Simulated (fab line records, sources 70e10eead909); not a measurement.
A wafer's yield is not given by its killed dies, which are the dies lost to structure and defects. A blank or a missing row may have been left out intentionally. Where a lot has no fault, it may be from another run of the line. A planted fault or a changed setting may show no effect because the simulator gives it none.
fab line records	flow nand_harc
record lots=12	wafers=36	last_day=32
route steps=1302 shown P_ZERO_WELL@9 P_STI@88 END@1302
lots untouched by any fault: they come from a run of this same line in which no faults occurred
start_h: the number of hours between the record's first day and the start of the first shown wafer of the lot	wait_h: hours since the lot's step before	" the same as in the row above	L1.1+2: several wafers, shown together as one row	- no value present, or no start provided	* or withheld: withheld	< > ~ a bound
route shown NAME@n: a module of which the file shows steps, and the number in the route of the first	usual: mean/standard deviation of fault-free wafers	same: alike in all rows	chamber/n: place in a boat	sites: per-site readings	_std_site: how widely they spread, as a standard deviation	_edge_site: inner sites' mean taken away from outer sites' mean	radius_mm: how far each site lies from the wafer's centre	mask NAME#n: copy n	behind: the most recent tool/chamber to have shaped the wafer	hold: reason for holding the lot/hours on hold/outcome of the hold	device: the n, p or np transistor that did not switch	end of line: the route-end tests of the same wafers	step lacking rows: just its recipe	killed: the dies lost at the first sort to structure and to defects; this is not the yield of the wafer	map: the dies of a wafer, with x for killed, . for not killed, _ for no die there
set.NAME: the run value of the setting; set.NAME@STEP: its run value at that earlier step	model.NAME: the simulator's own value behind a step, which no gauge read
route steps across a sampled set of lots; one table per step, one row per wafer
services: the hour from which a tool's chamber was out of use, counted from the record's first day as start_h (under 0 if before that day), plus the number of hours and why
## steps
# step NHARC_P_ZERO_WELL_SOFTBAKE_06
# recipe temp_c=125	time_s=70
# usual heater_power_total_W=200.8/1.2
lot.wafer	tool	chamber	start_h	wait_h	heater_power_total_W
L156.1	litho_track-03	0	20	-	200.4
L156.2	"	0	"	"	199.6
L156.5	"	0	"	"	199.9
L158.2	litho_track-03	0	40	-	199.8
L158.5	"	0	"	"	200.4
L158.6	"	0	"	"	201.2
L161.1	litho_track-03	0	70	-	202.6
L161.2	"	0	"	"	200.9
L161.6	"	0	"	"	207.8
L162.1	litho_track-03	0	80	-	199.0
L162.4	"	0	"	"	210.1
L162.6	"	0	"	"	207.1
L168.1	litho_track-02	0	141	-	200.5
L168.2	"	0	"	"	200.8
L168.4	"	0	"	"	201.2
L169.2	litho_track-03	0	150	-	202.0
L169.4	"	0	"	"	199.6
L169.6	"	0	"	"	199.6
L170.1	litho_track-02	0	160	-	199.3
L170.3	"	0	"	"	201.5
L170.4	"	0	"	"	198.7
L171.3	litho_track-03	0	170	-	202.6
L171.4	"	0	"	"	200.8
L171.5	"	0	"	"	201.7
L172.1	litho_track-03	0	180	-	200.2
L172.4	"	0	"	"	199.8
L172.6	"	0	"	"	201.6
L173.3	litho_track-07	0	190	-	202.7
L173.5	"	0	"	"	201.8
L173.6	"	0	"	"	201.3
L176.2	litho_track-03	0	220	-	202.3
L176.5	"	0	"	"	202.5
L176.6	"	0	"	"	199.4
L177.2	litho_track-03	0	230	-	201.1
L177.3	"	0	"	"	202.2
L177.6	"	0	"	"	200.2
# step NHARC_P_ZERO_WELL_CD_MEAS_37
# recipe target_cd_nm=720	landing_energy_ev=500
# usual cd_nm=719.5/2
lot.wafer	tool	chamber	start_h	wait_h	cd_nm
L156.1	cd_sem-01	0	24.33	-	721.4
L156.2	"	0	"	"	720.4
L156.5	"	0	"	"	717.9
L158.2	cd_sem-02	0	43.97	-	716.9
L158.5	"	0	"	"	716.0
L158.6	"	0	"	"	716.7
L161.1	cd_sem-03	0	74.13	-	718.1
L161.2	"	0	"	"	716.9
L161.6	"	0	"	"	721.6
L162.1	cd_sem-02	0	84.16	-	722.6
L162.4	"	0	"	"	719.6
L162.6	"	0	"	"	719.8
L168.1	cd_sem-03	0	144.46	-	718.0
L168.2	"	0	"	"	719.4
L168.4	"	0	"	"	719.8
L169.2	cd_sem-02	0	154.12	-	718.6
L169.4	"	0	"	"	720.0
L169.6	"	0	"	"	722.8
L170.1	cd_sem-03	0	164.21	-	717.4
L170.3	"	0	"	"	717.6
L170.4	"	0	"	"	720.6
L171.3	cd_sem-02	0	174.46	-	722.3
L171.4	"	0	"	"	722.8
L171.5	"	0	"	"	721.6
L172.1	cd_sem-03	0	184.25	-	718.6
L172.4	"	0	"	"	716.7
L172.6	"	0	"	"	717.0
L173.3	cd_sem-01	0	194.05	-	723.4
L173.5	"	0	"	"	721.3
L173.6	"	0	"	"	720.1
L176.2	cd_sem-02	0	224.39	-	716.3
L176.5	"	0	"	"	722.2
L176.6	"	0	"	"	720.1
L177.2	cd_sem-03	0	234.11	-	720.8
L177.3	"	0	"	"	718.4
L177.6	"	0	"	"	721.8
# step NHARC_P_STI_ETCH_42
# recipe target_depth_a=800	overetch_a=240	time_s=61	ion_energy_ev=200	n2_flow_sccm=150	h2_flow_sccm=150	ar_flow_sccm=0	rf_w=400	bias_w=150	chemistry=N2/H2
# usual drypump_motor_current_A=5.8/0.43	n2_flow_sccm=150.1/0.47	oes_product_au=1.002/0.012	rf_vpp_V=430.7/2.5	showerhead_plenum_p_Torr=2.06/0.091	throttle_valve_pct=14.172/0.0085
lot.wafer	tool	chamber	start_h	wait_h	drypump_motor_current_A	n2_flow_sccm	oes_product_au	rf_hours_counter_h	rf_vpp_V	showerhead_plenum_p_Torr	throttle_valve_pct
L156.2	rie_diel-11	1	44.05	0.1	6.2	150.2	0.995	12	426.8	1.89	14.174
L156.1	"	0	"	"	6.5	150.4	0.981	11	432.6	2.14	14.170
L156.5	"	1	"	"	6.1	150.1	0.982	-	427.2	1.89	14.176
L158.2	rie_diel-11	1	65.61	0.1	6.2	150.3	0.983	13	426.4	1.89	14.155
L158.5	"	2	"	"	5.5	150.3	1.001	-	430.7	2.07	14.197
L158.6	"	3	"	"	5.9	150.2	0.972	-	429.1	1.99	14.174
L161.2	rie_diel-05	0	94.30	0.1	5.0	150.6	0.996	2	430.9	2.04	14.180
L161.1	"	1	"	"	5.7	151.2	1.005	2	428.6	1.95	14.177
L161.6	"	0	"	"	5.0	150.4	1.000	-	429.7	2.04	14.165
L162.1	rie_diel-05	3	102.86	0.1	6.4	150.6	1.023	2	433.2	2.20	14.166
L162.4	"	0	"	"	5.0	150.3	0.997	2	430.4	2.04	14.170
L162.6	"	2	"	"	5.2	150.4	1.000	-	432.3	2.09	14.175
L168.1	rie_diel-11	2	163.49	0.1	5.5	151.4	1.009	6	431.2	2.06	14.175
L168.4	"	3	"	"	5.9	149.9	0.998	7	428.3	1.99	14.165
L168.2	"	0	"	"	6.5	150.0	1.005	8	433.1	2.14	14.175
L169.4	rie_diel-09	2	173.42	0.1	5.8	149.5	1.005	1	431.9	2.09	14.176
L169.2	"	3	"	"	6.1	148.7	0.990	1	429.9	2.02	14.174
L169.6	"	0	"	"	6.0	150.0	0.986	-	435.0	2.20	14.167
L170.1	rie_diel-09	0	183.37	0.1	6.0	149.2	0.996	2	433.2	2.20	14.168
L170.4	"	1	"	"	5.9	149.6	1.002	2	433.3	2.10	14.176
L170.3	"	2	"	"	5.8	149.7	1.011	2	433.2	2.09	14.168
L171.3	rie_diel-05	3	195.76	0.1	6.4	149.5	1.017	6	434.6	2.20	14.169
L171.4	"	0	"	"	5.0	149.5	0.990	7	430.6	2.04	14.157
L171.5	"	2	"	"	5.1	149.5	1.001	-	431.7	2.09	14.171
L172.4	rie_diel-05	1	203.84	0.1	5.7	149.9	1.015	7	430.1	1.95	14.166
L172.1	"	2	"	"	5.2	149.9	1.020	7	430.2	2.09	14.186
L172.6	"	0	"	"	5.0	149.9	1.012	-	429.3	2.04	14.182
L173.3	rie_diel-11	0	212.69	0.1	6.5	149.7	1.005	12	432.4	2.13	14.184
L173.6	"	2	"	"	5.5	149.7	1.012	-	431.1	2.06	14.176
L173.5	"	3	"	"	5.9	149.6	1.025	-	429.8	1.99	14.171
L176.2	rie_diel-05	1	243.45	0.1	5.6	150.1	0.998	0	428.2	1.94	14.173
L176.5	"	1	"	"	5.6	150.0	1.005	-	427.7	1.94	14.182
L176.6	"	2	"	"	5.2	150.4	1.019	-	432.2	2.09	14.172
L177.3	rie_diel-11	0	254.53	0.1	6.5	150.3	1.000	16	432.2	2.13	14.160
L177.2	"	1	"	"	6.2	150.4	1.012	16	426.3	1.88	14.174
L177.6	"	3	"	"	5.9	150.6	1.019	-	429.2	1.99	14.163
# step NHARC_P_STI_ETCH_31
# recipe target_depth_a=1089	time_s=54.5	cf4_flow_sccm=100	chf3_flow_sccm=30	ar_flow_sccm=0	rf_w=500	bias_w=200	chemistry=CF4/CHF3
# usual drypump_motor_current_A=5.8/0.45	oes_product_au=0.963/0.021	rf_vpp_V=371.2/2.4	showerhead_plenum_p_Torr=1.59/0.066	throttle_valve_pct=16.803/0.0095
lot.wafer	tool	chamber	start_h	wait_h	drypump_motor_current_A	oes_product_au	rf_hours_counter_h	rf_vpp_V	showerhead_plenum_p_Torr	throttle_valve_pct
L156.1	rie_diel-11	3	-	-	5.9	0.944	10	370.0	1.54	16.805
L156.2	"	1	"	"	6.2	0.967	12	368.3	1.47	16.821
L156.5	"	3	"	"	5.9	0.937	-	369.1	1.54	16.787
L158.2	rie_diel-11	0	-	-	6.5	0.961	12	372.5	1.64	16.793
L158.6	"	3	"	"	5.9	0.961	-	370.0	1.54	16.811
L158.5	"	0	"	"	6.5	0.960	-	371.9	1.64	16.801
L161.1	rie_diel-05	0	-	-	5.0	0.978	2	372.1	1.57	16.806
L161.2	"	1	"	"	5.7	0.984	2	367.9	1.51	16.804
L161.6	"	0	"	"	5.0	0.976	-	369.7	1.57	16.793
L162.4	rie_diel-05	3	-	-	6.4	1.001	2	375.1	1.69	16.799
L162.1	"	2	"	"	5.2	0.980	3	372.6	1.61	16.814
L162.6	"	3	"	"	6.4	1.004	-	374.0	1.69	16.804
L168.1	rie_diel-11	0	-	-	6.5	0.934	8	373.2	1.64	16.791
L168.4	"	2	"	"	5.5	0.930	6	369.1	1.59	16.798
L168.2	"	3	"	"	5.9	0.925	7	369.5	1.54	16.809
L169.2	rie_diel-09	1	-	-	5.8	0.978	1	371.0	1.61	16.803
L169.4	"	2	"	"	5.8	0.993	1	373.6	1.61	16.800
L169.6	"	1	"	"	5.9	0.988	-	373.0	1.61	16.824
L170.3	rie_diel-09	0	-	-	6.0	0.967	2	375.1	1.69	16.811
L170.1	"	2	"	"	5.8	0.966	2	373.1	1.61	16.791
L170.4	"	3	"	"	6.1	0.965	2	370.6	1.56	16.810
L171.4	rie_diel-05	1	-	-	5.7	0.965	7	367.9	1.51	16.800
L171.3	"	0	"	"	5.0	0.988	7	370.5	1.57	16.807
L171.5	"	2	"	"	5.2	0.963	-	372.4	1.61	16.819
L172.1	rie_diel-05	1	-	-	5.7	0.975	7	368.5	1.51	16.822
L172.4	"	3	"	"	6.4	0.994	7	373.9	1.69	16.808
L172.6	"	0	"	"	5.0	0.969	-	369.4	1.57	16.808
L173.3	rie_diel-11	2	-	-	5.5	0.957	10	370.6	1.59	16.794
L173.6	"	0	"	"	6.5	0.953	-	372.9	1.64	16.791
L173.5	"	1	"	"	6.2	0.964	-	367.0	1.47	16.802
L176.2	rie_diel-05	2	-	-	5.2	0.974	0	372.1	1.61	16.809
L176.5	"	2	"	"	5.2	0.965	-	372.1	1.61	16.782
L176.6	"	3	"	"	6.4	0.984	-	373.1	1.69	16.801
L177.3	rie_diel-11	0	-	-	6.5	0.980	16	373.0	1.64	16.806
L177.2	"	1	"	"	6.2	0.986	16	367.2	1.46	16.812
L177.6	"	3	"	"	5.8	0.978	-	369.4	1.54	16.820
# step NHARC_END_SORT_01
# recipe temp_c=25
# usual killed_at_array=58/19	killed_at_other=1.1/1.2	killed_at_periphery=3.8/2.4	killed_dies=63/18	killed_open=3.3/1.8	killed_short=2.2/1.6
# same gross_dies=677
lot.wafer	tool	chamber	start_h	wait_h	killed_at_array	killed_at_other	killed_at_periphery	killed_dies	killed_open	killed_short
L162.1	prober-01	0	610.63	2.5	31	1	2	34	6	5
L162.4	prober-01	0	613.02	3.4	25	1	2	28	2	0
L162.6	prober-01	0	614.61	4.0	34	0	0	34	1	4
# killed by level:class
L162.1 A_CHANNEL_HOLE_D2:chamber_film_flake=14 A_CHANNEL_HOLE_D1:chamber_film_flake=4 A_STAIRCASE:chamber_film_flake=4 A_M0:geometric_particle:open=2 P_CONTACT:geometric_particle:open=1 P_M2:geometric_particle:short=1 A_ONON_D1:geometric_particle:short=1 A_CHANNEL_FILL_D1:geometric_particle:short=1
L162.4 A_CHANNEL_HOLE_D2:chamber_film_flake=8 A_CHANNEL_HOLE_D1:chamber_film_flake=6 A_STAIRCASE:chamber_film_flake=5 A_CONTACT:chamber_film_flake=3 P_M0:geometric_particle:open=1 A_M1:geometric_particle:open=1 P_ZERO_WELL:chamber_film_flake=1 A_CHANNEL_FILL_D1:chamber_film_flake=1
L162.6 A_CHANNEL_HOLE_D2:chamber_film_flake=15 A_STAIRCASE:chamber_film_flake=5 A_CHANNEL_HOLE_D1:chamber_film_flake=4 A_ONON_D1:geometric_particle:short=2 A_CONTACT:chamber_film_flake=2 A_ONON_D1:geometric_particle:open=1 A_ONON_D2:geometric_particle:short=1 A_CHANNEL_FILL_D2:geometric_particle:short=1
## services
tool	chamber	start_h	hours	kind
rie_diel-11	3	13.55	8.4	repair
rie_diel-05	0	27.55	4.8	repair
rie_diel-09	3	30.63	8.8	repair
rie_diel-11	-	51.83	0.7	repair
litho_track-02	-	52.00	7.0	pm
rie_diel-05	-	52.60	9.0	pm
rie_diel-09	0	63.28	9.4	repair
litho_track-07	-	76.00	7.0	pm
rie_diel-11	-	78.50	9.0	pm
rie_diel-05	-	97.36	0.8	repair
rie_diel-11	3	98.39	1.4	repair
litho_track-03	-	100.00	7.0	pm
rie_diel-09	2	101.22	7.0	repair
rie_diel-09	3	112.43	26.0	repair
rie_diel-05	1	114.36	2.4	repair
rie_diel-11	2	125.77	6.5	repair
rie_diel-09	-	143.10	9.0	pm
rie_diel-09	1	161.20	4.3	repair
rie_diel-09	1	189.00	34.1	repair
rie_diel-09	3	209.28	3.9	repair
rie_diel-05	2	217.09	1.3	repair
litho_track-02	-	227.00	7.0	pm
rie_diel-05	-	229.60	9.0	pm
litho_track-07	-	251.00	7.0	pm
## key
first_sign step=NHARC_P_ZERO_WELL_SOFTBAKE_06	reading=heater_power_total_W	direction=up	sigmas=6	usual=*	struck=*
effect none on later readings
met_at NHARC_P_ZERO_WELL_SOFTBAKE_06
struck_lots L161,L162
struck_wafers L161.6,L162.4,L162.6
tester_left_out L161,L162
not_acting_at NHARC_P_ZERO_WELL_CD_MEAS_37,NHARC_P_STI_ETCH_42,NHARC_P_STI_ETCH_31
onset_between 40 70
fault kind=process_parameter_drift	tool=litho_track-03	chamber=-	onset_h=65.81	steps=NHARC_P_ZERO_WELL_SOFTBAKE_06	channel=time_s	offset=*	shape=step	end_h=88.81	scope=struck_wafers_only	acts_in=*	stated=*
# tester_left_out: of these lots the tester's yield and bins aren't shown, on N5 and GAA mostly nor the transistor test; their killed dies are dies lost to structure and defects alone, not to doping, threshold or leakage, so they don't give the yield
